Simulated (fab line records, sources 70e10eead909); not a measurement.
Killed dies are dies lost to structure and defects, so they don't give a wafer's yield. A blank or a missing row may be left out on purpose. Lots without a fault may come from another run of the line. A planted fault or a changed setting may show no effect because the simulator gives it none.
A struck lot beside a sound one | flow nand_harc | 44 steps out of a route of 1302
Sound: wafers L475.2, L475.4, L475.6. Struck: wafer L490.4. (L490.5, L490.6 of the same lot were not struck and are left out.) The cause comes at the end.
At each step with rows: each side's tool, then ch and its chambers, then its first start. Under that, the readings that differ: sound wafers | struck wafers | difference of the means | sigmas: that difference in standard deviations of wafers without a fault.
alike: readings whose means differ by less than 2 such deviations, and words and numbers that are the same on both sides. not compared: withheld readings, readings that some wafer has no value for, bounds like >300 that may hide the same value, and numbers for which the record gives no deviation and whose values overlap.
The two part at a step that has a row with sigmas, a row that says differs or no value, or rows on one side only. Numbers that don't overlap but have no deviation are shown without sigmas and don't part them. A reading that every wafer of one side lacks parts them only if that side has two wafers or more.

first, 4 steps without rows for these wafers: NHARC_P_GATE_EBR_22; NHARC_P_GATE_EXPOSE_23 (exposes mask P GATE, target cd 120 nm); NHARC_P_GATE_PEB_24 (peb time 65 s); NHARC_P_GATE_DEVELOP_25 (develop time 35 s).
NHARC_P_GATE_CD_MEAS_26: target cd 120 nm.
  sound on cd_sem-02 ch 0, day 5 15:50; struck on cd_sem-02 ch 0, day 11 16:51
  alike: cd_nm
NHARC_P_GATE_OVL_MEAS_27:
  sound on overlay-02, day 5 15:55; struck on overlay-01, day 11 16:56
  alike: overlay_x_nm, overlay_y_nm
NHARC_P_GATE_INSPECT_28:
  sound on defect_inspect-02, day 5 15:57; struck on defect_inspect-01, day 11 16:58
  alike: raw_defect_count
then, 2 steps without rows for these wafers: NHARC_P_GATE_DESCUM_31 (chemistry O2, time 3 s); NHARC_P_GATE_ETCH_104 (etches the open film in CF4/CHF3, target depth 60 nm).
NHARC_P_GATE_HM_OPEN_105: chemistry O2/COS, target depth 360 nm.
  sound on rie_diel-01 ch 0,1,2; struck on rie_diel-12 ch 1
  alike: drypump_motor_current_A, oes_product_au, rf_fwd_power_W, rf_vpp_V, showerhead_plenum_p_Torr, throttle_valve_pct
  not compared: rf_hours_counter_h
then, 2 steps without rows for these wafers: NHARC_P_GATE_STRIP_106 (strips in O2/COS); NHARC_P_GATE_ETCH_114 (etches the open film in CF4/O2, target depth 30 nm, overetch 3 nm, time 16.5 s).
NHARC_P_GATE_ETCH_32: etches the open film in HBr/Cl2, target depth 150 nm, time 100.1 s.
  sound on rie_si-02 ch 0,1,2, day 5 16:32; struck on rie_si-02 ch 1, day 11 17:32
  alike: drypump_motor_current_A, oes_product_au, rf_fwd_power_W, throttle_valve_pct
  not compared: rf_hours_counter_h
then, 1 step without rows for these wafers: NHARC_P_GATE_STRIP_108 (strips in O2).
NHARC_P_GATE_CD_MEAS_33:
  sound on cd_sem-02, day 5 16:51; struck on cd_sem-02, day 11 17:50
  alike: cd_nm
then, 5 steps without rows for these wafers: NHARC_P_GATE_STRIP_35 (strips in SPM, time 600 s); NHARC_P_GATE_PRECLEAN_73 (cleans in SC1); NHARC_P_GATE_SRD_74; NHARC_P_GATE_ALD_36 (deposits SiNx, target thk 20 nm, pulse time 60 s, ald cycles 223); NHARC_P_GATE_ETCHBACK_37 (etches the open film in CHF3/O2, target depth 34.5 nm, time 17.2 s).
NHARC_P_GATE_STRIP_101: strips in O2, time 20 s.
  sound on rie_diel-12 ch 0,2, day 6 02:58; struck on rie_diel-12 ch 0, day 12 03:49
  alike: drypump_motor_current_A, oes_product_au, rf_vpp_V, showerhead_plenum_p_Torr, throttle_valve_pct
  not compared: rf_hours_counter_h
then, 12 steps without rows for these wafers: NHARC_P_GATE_PRECLEAN_97 (cleans in SPM, time 600 s); NHARC_P_GATE_SRD_98; NHARC_P_GATE_PRECLEAN_99 (cleans in SC1); NHARC_P_GATE_SRD_100; NHARC_P_GATE_DEHYDRATE_38 (time 120 s); NHARC_P_GATE_HMDS_39 (time 30 s); NHARC_P_GATE_COAT_40; NHARC_P_GATE_SOFTBAKE_41 (time 95 s); NHARC_P_GATE_EBR_42; NHARC_P_GATE_EXPOSE_43 (exposes mask P NSD, target cd 720 nm); NHARC_P_GATE_PEB_44 (peb time 85 s); NHARC_P_GATE_DEVELOP_45 (time 70 s).
NHARC_P_GATE_CD_MEAS_46: target cd 720 nm.
  sound on cd_sem-03 ch 0, day 6 03:53; struck on cd_sem-02 ch 0, day 12 04:44
  alike: cd_nm
then, 1 step without rows for these wafers: NHARC_P_GATE_HARDBAKE_47 (time 80 s).
NHARC_P_GATE_DESCUM_48: chemistry O2, time 3 s.
  sound on rie_diel-06 ch 0,2, day 6 04:03; struck on rie_diel-06 ch 3, day 12 04:54
  reading                | sound                | struck | difference | sigmas
  throttle_valve_pct (%) | 11.298 11.305 11.299 | 11.331 | +0.030     | +3
  alike: drypump_motor_current_A, oes_product_au, rf_vpp_V, showerhead_plenum_p_Torr
  not compared: rf_hours_counter_h
then, 1 step without rows for these wafers: NHARC_P_GATE_IMPLANT_49.
NHARC_P_GATE_STRIP_111: strips in N2/H2, time 250 s.
  sound on plasma_asher-02 ch 0,1, day 6 04:25; struck on plasma_asher-01 ch 0, day 12 05:22
  reading                     | sound       | struck | difference | sigmas
  drypump_motor_current_A (A) | 6.0 6.0 6.2 | 5.1    | -1.0       | -2
  alike: heater_power_w
  not compared: rf_hours_counter_h
NHARC_P_GATE_STRIP_75: strips in O2.
  sound on plasma_asher-02 ch 0,1, day 6 04:44; struck on plasma_asher-01 ch 0, day 12 05:35
  reading                     | sound       | struck | difference | sigmas
  drypump_motor_current_A (A) | 6.0 6.0 6.2 | 5.1    | -1.0       | -2
  alike: heater_power_w
  not compared: rf_hours_counter_h
then, 3 steps without rows for these wafers: NHARC_P_GATE_STRIP_50 (strips in SPM, time 900 s); NHARC_P_GATE_DEHYDRATE_51 (time 120 s); NHARC_P_GATE_HMDS_52 (time 30 s).
NHARC_P_GATE_INSPECT_68:
  sound on defect_inspect-01, day 6 10:23; struck on defect_inspect-01, day 12 11:17
  reading          | sound       | struck | difference | sigmas
  raw_defect_count | 154 157 144 | 1014   | +862       | +14
-- the record jumps here: 19 days lie between the struck wafers' starts before and after (it left off in module P_GATE and takes up again in module END, whose first step shown is number 1302 of the route) --
NHARC_END_SORT_01:
  sound on prober-01 ch 0, day 25 03:57; struck on prober-01 ch 0, day 31 10:46
  reading             | sound    | struck | difference | sigmas
  killed_at_periphery | 2 0 3    | 81     | +79        | +33
  killed_dies         | 60 56 71 | 117    | +55        | +3
  alike: killed_at_array, killed_at_other, killed_open, killed_short

WHERE THEY PART
First at NHARC_P_GATE_DESCUM_48; last, within this record, at NHARC_END_SORT_01.

WHY: what the simulator had put in
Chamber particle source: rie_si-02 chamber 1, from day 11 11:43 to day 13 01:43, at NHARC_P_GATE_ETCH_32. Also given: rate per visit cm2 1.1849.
